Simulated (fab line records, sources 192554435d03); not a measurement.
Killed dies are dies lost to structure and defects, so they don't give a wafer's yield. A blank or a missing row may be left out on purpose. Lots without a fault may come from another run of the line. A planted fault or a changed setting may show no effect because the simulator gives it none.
Chamber matching | flow n5_finfet | N5_DUMMY_GATE_STRIP_41 on rie_diel-03: 4 sister chambers
The step strips in O2. 8 wafers are shown with their chamber, then 10 later ones without.

WAFERS WITH THEIR CHAMBER
wafer  | chamber | drypump_motor_current_A (A) | throttle_valve_pct (%)
L081.1 | 1       | 5.2                         | 16.87
L081.5 | 0       | 5.3                         | 16.90
L082.4 | 1       | 5.2                         | 16.87
L084.2 | 3       | 5.8                         | 16.66
L084.5 | 3       | 5.9                         | 16.66
L084.6 | 2       | 6.4                         | 16.42
L086.1 | 2       | 6.4                         | 16.43
L086.3 | 0       | 5.3                         | 16.92

WAFERS WITHOUT THEIR CHAMBER
wafer  | drypump_motor_current_A (A) | throttle_valve_pct (%)
L086.4 | 5.8                         | 16.68
L094.1 | 5.8                         | 16.70
L094.4 | 6.5                         | 16.43
L094.6 | 5.2                         | 16.91
L095.1 | 6.4                         | 16.45
L095.3 | 5.2                         | 16.88
L095.4 | 5.3                         | 16.95
L096.1 | 6.4                         | 16.46
L096.3 | 5.8                         | 16.72
L096.5 | 5.9                         | 16.71

WHICH CHAMBER EACH WENT THROUGH
wafer  | from the rows above | in truth
L086.4 | 3                   | 3
L094.1 | 3                   | 3
L094.4 | 2                   | 2
L094.6 | 0                   | 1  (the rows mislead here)
L095.1 | 2                   | 2
L095.3 | 1                   | 1
L095.4 | 0                   | 0
L096.1 | 2                   | 2
L096.3 | 3                   | 3
L096.5 | 3                   | 3
Placed correctly: 9 of 10. Can't be placed from these rows: 0. Placed wrongly: 1.
How it was worked out, from the rows above alone: a wafer's distance from a chamber is the root of the sum, over the readings, of the square of ((its reading less the chamber's mean) divided by the reading's scatter). The wafer belongs to the nearest chamber; if the next one is less than 2 further off, it can't be placed. A chamber's mean is the mean of its shown wafers. The scatter: the root of (the sum of the squares of (reading less its chamber's mean) over the shown wafers, divided by (wafers less chambers)).
